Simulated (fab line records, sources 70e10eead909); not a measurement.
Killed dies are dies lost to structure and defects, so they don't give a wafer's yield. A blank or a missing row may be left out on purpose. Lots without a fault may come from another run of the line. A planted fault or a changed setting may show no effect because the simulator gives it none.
fab line records | flow nand_harc
record lots=4 wafers=12 last_day=23
route steps=1159 shown A_CONTACT@911 END@1159
lots that met no fault: from a run of the same line without faults
start_h: hours from the record's first day to the start of the lot's first wafer shown | wait_h: hours since the lot's step before | " the same as in the row above | L1.1+2: a row that stands for several wafers | - no value, or no start given | * or withheld: withheld | < > ~ a bound
route shown NAME@n: a module of which the file shows steps, and the number in the route of the first | usual: mean/standard deviation of fault-free wafers | same: alike in all rows | chamber/n: place in a boat | sites: the reading at each site | _std_site: their standard deviation | _edge_site: outer sites' mean less inner sites' | radius_mm: how far each site lies from the wafer's centre | mask NAME#n: copy n | behind: the tool/chamber that last shaped the wafer | hold: why the lot was held/for how many hours/how that ended | device: the transistor (n, p or np) that didn't switch | end of line: the same wafers' tests at the end of the route | a step without rows: its recipe alone | killed: dies lost to structure and defects at the first sort, not the wafer's yield | map: a wafer's dies, x killed, . not, _ none there
set.NAME: the setting as run; set.NAME@STEP: as run at that earlier step | model.NAME: the simulator's own value behind a step, which no gauge read
lots at some steps of the route; a table a step, a row a wafer
## steps
# step NHARC_A_CONTACT_ETCH_131
# recipe source_w=withheld pressure_mtorr=20 bias_v=1200 time_s=155 target_depth_a=9560 ar_flow_sccm=withheld c4f8_flow_sccm=withheld o2_flow_sccm=withheld chemistry=C4F8/O2/Ar
# step NHARC_A_CONTACT_ETCH_132
# recipe source_w=withheld pressure_mtorr=20 bias_v=1200 time_s=156 target_depth_a=9580 ar_flow_sccm=withheld c4f8_flow_sccm=withheld o2_flow_sccm=withheld chemistry=C4F8/O2/Ar
# step NHARC_A_CONTACT_ETCH_133
# recipe source_w=withheld pressure_mtorr=20 bias_v=400 time_s=195 target_depth_a=8400 ar_flow_sccm=withheld c4f8_flow_sccm=11.5 o2_flow_sccm=7.2 chemistry=C4F8/O2/Ar
# step NHARC_A_CONTACT_ETCH_91
# recipe target_depth_a=400 over_etch_frac=0.5 time_s=85.7 ion_energy_ev=120 ch3f_flow_sccm=50 o2_flow_sccm=30 ar_flow_sccm=200 rf_w=500 bias_w=100 chemistry=CH3F/O2
# step NHARC_A_CONTACT_ETCH_97
# recipe target_depth_a=200 over_etch_frac=0.5 time_s=10 ion_energy_ev=250 c4f6_flow_sccm=25 o2_flow_sccm=20 ar_flow_sccm=500 rf_w=600 bias_w=500 chemistry=C4F6/O2
# step NHARC_A_CONTACT_STRIP_103
# recipe n2_flow_sccm=150 h2_flow_sccm=150 ar_flow_sccm=0 bias_w=0 chemistry=N2/H2
# step NHARC_A_CONTACT_STRIP_104
# recipe cf4_flow_sccm=100 chf3_flow_sccm=30 ar_flow_sccm=0 bias_w=0 chemistry=CF4/CHF3
# step NHARC_A_CONTACT_STRIP_105
# recipe o2_flow_sccm=400 cos_flow_sccm=20 ar_flow_sccm=0 bias_w=0 chemistry=O2/COS
# step NHARC_A_CONTACT_ETCH_106
# recipe target_depth_a=600 overetch_a=60 time_s=33 ion_energy_ev=100 cf4_flow_sccm=80 o2_flow_sccm=20 ar_flow_sccm=0 rf_w=300 bias_w=100 chemistry=CF4/O2
# step NHARC_A_CONTACT_STRIP_82
# recipe o2_flow_sccm=500 ar_flow_sccm=0 bias_w=0 chemistry=O2
# step NHARC_A_CONTACT_STRIP_83
# recipe time_s=600 temp_c=30 chemistry=post_etch_residue_remover
# step NHARC_A_CONTACT_DEP_84
# recipe target_thk_a=20000 temp_c=400 material=aC
# usual susceptor_temp_C=400.04/0.22 throttle_valve_pct=35.000/0.0092
# columns lot.wafer tool chamber start_h wait_h susceptor_temp_C throttle_valve_pct
L468.1 acl_dep-02 0 380.27 - 400.03 35.004
L468.2 " 0 " " 399.83 34.992
L468.6 " 0 " " 400.04 34.999
L474.1 acl_dep-02 0 408.27 - 399.69 34.987
L474.3 " 0 " " 399.41 34.998
L474.4 " 0 " " 399.80 34.999
L479.4 acl_dep-02 0 461.63 - - 35.009
L479.5 " 0 " " - 34.992
L479.6 " 0 " " - 34.995
L487.2 acl_dep-02 0 491.45 - - 35.020
L487.4 " 0 " " - 35.001
L487.6 " 0 " " - 34.999
# step NHARC_A_CONTACT_DEP_85
# recipe target_thk_a=500 target_thk_nm=50 temp_c=400 pressure_torr=3.5 flow_sccm=200 rf_w=350 material=SiON
# step NHARC_A_CONTACT_DEHYDRATE_00
# recipe temp_c=150 time_s=120
# step NHARC_A_CONTACT_HMDS_01
# recipe time_s=30
# step NHARC_A_CONTACT_COAT_86
# recipe temp_c=260 time_s=75
# step NHARC_A_CONTACT_COAT_87
# recipe temp_c=225 time_s=65
# step NHARC_A_CONTACT_COAT_02
# recipe spin_rpm=1500 resist_thk_nm=90
# step NHARC_A_CONTACT_SOFTBAKE_03
# recipe temp_c=105 time_s=55
# step NHARC_A_CONTACT_EBR_04
# step NHARC_A_CONTACT_EXPOSE_05
# recipe na=1.35 sigma_outer=0.8 dose_mj=84.24 mask_id=A_CC
# step NHARC_A_CONTACT_PEB_06
# recipe peb_temp_c=100 peb_time_s=65
# step NHARC_A_CONTACT_DEVELOP_07
# recipe develop_time_s=35 dev_temp_c=23
# step NHARC_A_CONTACT_DESCUM_13
# recipe time_s=3 o2_flow_sccm=200 ar_flow_sccm=0 bias_power_w=0 chemistry=O2
# step NHARC_A_CONTACT_ETCH_88
# recipe target_depth_a=390 over_etch_frac=0.3 time_s=65 ion_energy_ev=80 cf4_flow_sccm=150 ar_flow_sccm=0 rf_w=300 bias_w=100 chemistry=CF4
# step NHARC_A_CONTACT_ETCH_89
# recipe target_depth_a=2600 over_etch_frac=0.3 time_s=475.3 ion_energy_ev=200 n2_flow_sccm=150 h2_flow_sccm=150 ar_flow_sccm=0 rf_w=400 bias_w=150 chemistry=N2/H2
# step NHARC_A_CONTACT_ETCH_30
# recipe target_depth_a=605 time_s=30.2 cf4_flow_sccm=100 chf3_flow_sccm=30 ar_flow_sccm=0 rf_w=500 bias_w=200 chemistry=CF4/CHF3
# step NHARC_A_CONTACT_ETCH_31
# recipe target_depth_a=20000 over_etch_frac=0.3 time_s=520 ion_energy_ev=150 o2_flow_sccm=400 cos_flow_sccm=20 ar_flow_sccm=0 rf_w=500 bias_w=300 chemistry=O2/COS
# step NHARC_A_CONTACT_ETCH_134
# recipe source_w=withheld pressure_mtorr=20 bias_v=withheld time_s=140 target_depth_a=7000 ar_flow_sccm=withheld c4f8_flow_sccm=withheld o2_flow_sccm=withheld chemistry=C4F8/O2/Ar
# step NHARC_A_CONTACT_ETCH_135
# recipe source_w=withheld pressure_mtorr=20 bias_v=3000 time_s=132 target_depth_a=12870 ar_flow_sccm=withheld c4f8_flow_sccm=withheld o2_flow_sccm=withheld chemistry=C4F8/O2/Ar
# step NHARC_A_CONTACT_ETCH_136
# recipe source_w=withheld pressure_mtorr=20 bias_v=3000 time_s=132 target_depth_a=12870 ar_flow_sccm=withheld c4f8_flow_sccm=withheld o2_flow_sccm=withheld chemistry=C4F8/O2/Ar
# step NHARC_A_CONTACT_ETCH_137
# recipe source_w=withheld pressure_mtorr=20 bias_v=3000 time_s=132 target_depth_a=12870 ar_flow_sccm=withheld c4f8_flow_sccm=withheld o2_flow_sccm=withheld chemistry=C4F8/O2/Ar
# step NHARC_A_CONTACT_ETCH_138
# recipe source_w=withheld pressure_mtorr=20 bias_v=3000 time_s=132 target_depth_a=12890 ar_flow_sccm=withheld c4f8_flow_sccm=withheld o2_flow_sccm=withheld chemistry=C4F8/O2/Ar
# step NHARC_A_CONTACT_ETCH_139
# recipe source_w=withheld pressure_mtorr=20 bias_v=400 time_s=137 target_depth_a=5900 ar_flow_sccm=withheld c4f8_flow_sccm=11.5 o2_flow_sccm=7.2 chemistry=C4F8/O2/Ar
# step NHARC_A_CONTACT_ETCH_92
# recipe target_depth_a=400 over_etch_frac=0.5 time_s=85.7 ion_energy_ev=120 ch3f_flow_sccm=50 o2_flow_sccm=30 ar_flow_sccm=200 rf_w=500 bias_w=100 chemistry=CH3F/O2
# step NHARC_A_CONTACT_ETCH_98
# recipe target_depth_a=200 over_etch_frac=0.5 time_s=10 ion_energy_ev=250 c4f6_flow_sccm=25 o2_flow_sccm=20 ar_flow_sccm=500 rf_w=600 bias_w=500 chemistry=C4F6/O2
# step NHARC_A_CONTACT_STRIP_107
# recipe n2_flow_sccm=150 h2_flow_sccm=150 ar_flow_sccm=0 bias_w=0 chemistry=N2/H2
# step NHARC_END_SORT_01
# recipe temp_c=25
# usual killed_at_array=28/11 killed_at_other=0.7/1.1 killed_at_periphery=2.9/2 killed_dies=32/11 killed_open=3.2/1.8 killed_short=2.0/1.4
# same gross_dies=677
# columns lot.wafer tool chamber start_h wait_h hold killed_at_array killed_at_other killed_at_periphery killed_dies killed_open killed_short
L468.1 prober-02 0 443.32 2.5 - 33 1 4 38 4 4
L468.2 prober-02 0 444.12 2.8 - 30 0 1 31 4 4
L468.6 prober-02 0 447.31 4.0 - 27 1 4 32 5 1
L474.1 prober-02 0 466.70 2.5 - 23 0 7 30 2 2
L474.3 prober-02 0 468.32 3.1 - 23 0 2 25 2 2
L474.4 prober-02 0 469.13 3.4 - 23 0 2 25 4 1
L479.4 prober-02 0 520.14 3.4 await_dispo/2.0h/release 622 0 6 628 2 0
L479.5 prober-02 0 520.94 3.7 await_dispo/2.0h/release 624 0 0 624 3 2
L479.6 prober-02 0 521.74 4.0 await_dispo/2.0h/release 28 0 3 31 4 3
L487.2 prober-01 0 548.69 2.8 await_dispo/1.8h/release 19 1 3 23 3 1
L487.4 prober-01 0 550.29 3.4 await_dispo/1.8h/release 614 1 1 616 2 1
L487.6 prober-01 0 551.89 4.0 await_dispo/1.8h/release 14 1 2 17 0 0
# killed by level:class
L468.1 A_CHANNEL_HOLE_D1:chamber_film_flake=14 A_SLIT:chamber_film_flake=7 P_M0:geometric_particle:open=3 A_CONTACT:chamber_film_flake=3 A_ZERO_WELL:chamber_film_flake=2 A_STAIRCASE:chamber_film_flake=2 P_M0:geometric_particle:short=1 A_ONON_D1:geometric_particle:short=1
L468.2 A_CHANNEL_HOLE_D1:chamber_film_flake=12 A_SLIT:chamber_film_flake=9 A_WL_FILL:geometric_particle:short=3 P_CONTACT:geometric_particle:short=1 A_ONON_D1:geometric_particle:open=1 A_CONTACT:geometric_particle:open=1 A_M0:geometric_particle:open=1 A_M1:geometric_particle:open=1
L468.6 A_CHANNEL_HOLE_D1:chamber_film_flake=12 A_SLIT:chamber_film_flake=7 P_GATE:geometric_particle:open=3 A_STAIRCASE:chamber_film_flake=3 A_CONTACT:chamber_film_flake=2 A_CHANNEL_HOLE_D1:geometric_particle:open=1 A_WL_FILL:geometric_particle:open=1 A_CONTACT:geometric_particle:short=1
L474.1 A_CHANNEL_HOLE_D1:chamber_film_flake=16 P_M0:chamber_film_flake=3 A_CONTACT:geometric_particle:open=2 P_ZERO_WELL:chamber_film_flake=2 A_ZERO_WELL:chamber_film_flake=2 P_CONTACT:geometric_particle:short=1 A_SOURCE_PLATE:geometric_particle:short=1 P_STI:chamber_film_flake=1
L474.3 A_CHANNEL_HOLE_D1:chamber_film_flake=9 A_CONTACT:chamber_film_flake=5 A_STAIRCASE:chamber_film_flake=4 A_ZERO_WELL:chamber_film_flake=2 P_GATE:geometric_particle:open=1 A_CHANNEL_HOLE_D1:geometric_particle:open=1 A_WL_FILL:geometric_particle:short=1 A_M1:geometric_particle:short=1
L474.4 A_CHANNEL_HOLE_D1:chamber_film_flake=13 A_CONTACT:geometric_particle:open=2 A_ZERO_WELL:chamber_film_flake=2 A_CONTACT:chamber_film_flake=2 P_M0:geometric_particle:open=1 A_ONON_D1:geometric_particle:short=1 A_M0:geometric_particle:open=1 P_CONTACT:chamber_film_flake=1
L479.4 A_CONTACT:area_dep=598 A_SLIT:chamber_film_flake=10 A_CHANNEL_HOLE_D1:chamber_film_flake=4 A_CONTACT:chamber_film_flake=4 P_GATE:chamber_film_flake=3 A_ZERO_WELL:chamber_film_flake=2 A_CONTACT:geometric_particle:open=1 A_M0:geometric_particle:open=1
L479.5 A_CONTACT:area_dep=602 A_SLIT:chamber_film_flake=7 A_CHANNEL_HOLE_D1:chamber_film_flake=6 A_ZERO_WELL:chamber_film_flake=2 A_ONON_D1:geometric_particle:open=1 A_CHANNEL_HOLE_D1:geometric_particle:short=1 A_WL_FILL:geometric_particle:short=1 A_CONTACT:geometric_particle:open=1
L479.6 A_SLIT:chamber_film_flake=13 A_CONTACT:chamber_film_flake=4 A_CHANNEL_HOLE_D1:chamber_film_flake=3 A_CHANNEL_FILL_D1:geometric_particle:open=2 A_WL_FILL:geometric_particle:short=2 A_CONTACT:geometric_particle:open=2 P_M0:chamber_film_flake=2 A_ZERO_WELL:chamber_film_flake=2
L487.2 A_CHANNEL_HOLE_D1:chamber_film_flake=7 A_CONTACT:chamber_film_flake=3 A_M0:geometric_particle:open=2 A_WL_FILL:chamber_film_flake=2 A_M0:chamber_film_flake=2 P_CONTACT:geometric_particle:short=1 A_CHANNEL_FILL_D1:geometric_particle:open=1 P_STI:chamber_film_flake=1
L487.4 A_CONTACT:area_dep=599 A_STAIRCASE:chamber_film_flake=6 A_CHANNEL_HOLE_D1:chamber_film_flake=3 A_CONTACT:chamber_film_flake=2 P_M1:geometric_particle:short=1 A_STAIRCASE:geometric_particle:open=1 A_SGD_CUT:geometric_particle:open=1 A_WL_FILL:chamber_film_flake=1
L487.6 A_CHANNEL_HOLE_D1:chamber_film_flake=6 A_CONTACT:chamber_film_flake=3 P_GATE:chamber_film_flake=2 A_STAIRCASE:chamber_film_flake=2 A_WL_FILL:chamber_film_flake=2 A_M0:chamber_film_flake=1 THIN_TSV:chamber_film_flake=1
# map L479.4 (x killed, . not)
____________x____________
_________xxxxx.x_________
_______xxxxxxxxxxx_______
______xxxxxxxxxxxxx______
_____xxxxxxx.xxxxx.x_____
____xxxxxxxxxx.xxx.x.____
____xxxxxxxx.x.xxxxxx____
___xxxxxxxxxxx.xxxxxxx___
___xxxxxxxxxxx.xx.xxx.___
__xxxxxxxxxxxxxxxxxx.xx__
__xxxxxxxxxxxxxxx..xxxx__
_xxxxx.xxxxxxxxxxxxxxx.x_
_xxxxxxxxxxxxxxxxxxx.x.._
_xxxxxxxxxxxxxxxxxxxxxxx_
_xxxxx.xxxxxxx.xxxxxxx.x_
_xxxxxxxxxxxxxxxxxxx...x_
xxxxxxxxxxxxxx.xxxxxxxxxx
xxxxxxxxxxxxx.xxxxxxxx.xx
xxxxxxxxxxxxxxxxxxxxxxx.x
xxxxxxxxxxxxxxxxxxxxxxxxx
xxxxxxxxxxxxxxxxxxxxxxxxx
_xxxxxxxxxxxxxxxxxxxxxx._
_xxxxxxxxxxxx.xxxxxx.xxx_
_xxxxxxxxxxxxxxxxxxx.xxx_
_xxxxxxxxxxxxxxxxxx.x.xx_
_xxxxxxxxxxxxxx.xx.x.xxx_
__xxxx.xxxxxxxxxxxxxxx.__
__xxxxxxxxxxxxxxxxxxxxx__
___xxxxxxxxxxxxxx.xx.x___
___xxxxxxxxxxxxxxxxxxx___
____xxxxxxxxxxxxxxxxx____
____x.xxxxxxxxxx.xxx.____
_____xxxxxxxxxxxxx.x_____
______xxxxx.xxxxxxx______
_______xxxxxxxxx.x_______
_________xxxxxxx_________
____________x____________
# map L487.4 (x killed, . not)
____________x____________
_________xxxxxxx_________
_______xxxx.xxxx.x_______
______xxxxxxxxxxx.x______
_____xxxxxxxxxxxx..x_____
____xxxxxxxxxxxxxxxxx____
____xxxxxxxxxxxxxx.x.____
___xxxxxxxxxxxxx.xxxxx___
___xxxxxxxxxxxxxx.xx.x___
__xxxxxxxxxxxxxxxxxxxxx__
__xxxxxxxxxxxxxxxxxxx..__
_xxxxxxxxxxxxxxxxxxx.x.._
_xxxxxxxxxxxxxxxxxxx...x_
_xxxxxxxxxxxxxxxx.xxxxxx_
_xxxxxxxxxxxxxx.xxxxxx.x_
_xxxxxxxxxxxxxxxxxxxxx.._
xxxxxxxxxxxxxxxxxxxx.xxxx
xxxxxxxxxxxxxx.xxxxxxx...
xxxxxxxxxxxxxxxxxx.xx.xx.
xxxxxxxxxx.xxxxxxxxxx..xx
xxxxxxxxxxxxxxxxxxxxxx...
_xxxxxxxxxxxxxx.xx.xxxx._
_xxxxxxxxxxxxxxxxxxxxx.._
_xxxxxxxxxxxxxxxxxxxxxx._
_xxxxxxxxxxxxxxxx.xxx.xx_
_xxxxxxxxxxxxxx.xxx.x.xx_
__xxxxxxxxxxxxxxxxxx.x.__
__xxxxxxxxxxxxxxxxxxxx.__
___xxxxxxxxxxxxxxxx.xx___
___xxxxxxxxxxxxxxxxx.x___
____xxxx.xxxxxxxxxx.x____
____xxxxxxxxxxxxxxxx.____
_____xxxxxxxxxx.xxxx_____
______xxxxxxxxxxx.x______
_______.xxx.xxx.xx_______
_________xxxxxxx_________
____________x____________
## key
first_sign step=NHARC_END_SORT_01 reading=killed_at_array direction=up sigmas=54 usual=28 struck=620
effect step=NHARC_END_SORT_01 reading=killed_dies direction=up sigmas=52 usual=32 struck=623
more_kills_born_at NHARC_A_CONTACT_DEP_84@acl_dep-02=1799
met_at NHARC_A_CONTACT_DEP_84
struck_wafers L479.4,L479.5,L487.4
later_rows_left_out L479.4,L479.5,L487.4
tester_left_out L479,L487
onset_between 408.27 461.63
fault kind=process_parameter_drift tool=acl_dep-02 chamber=- onset_h=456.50 steps=NHARC_A_CONTACT_DEP_84 channel=target_thk_a offset=* shape=step end_h=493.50 scope=struck_wafers_only acts_in=* stated=*
# tester_left_out: of these lots the tester's yield and bins aren't shown, on N5 and GAA mostly nor the transistor test; their killed dies are dies lost to structure and defects alone, not to doping, threshold or leakage, so they don't give the yield
# later_rows_left_out: the simulator's readings of these wafers behind a module that went badly wrong aren't trusted and aren't shown, but for the sort
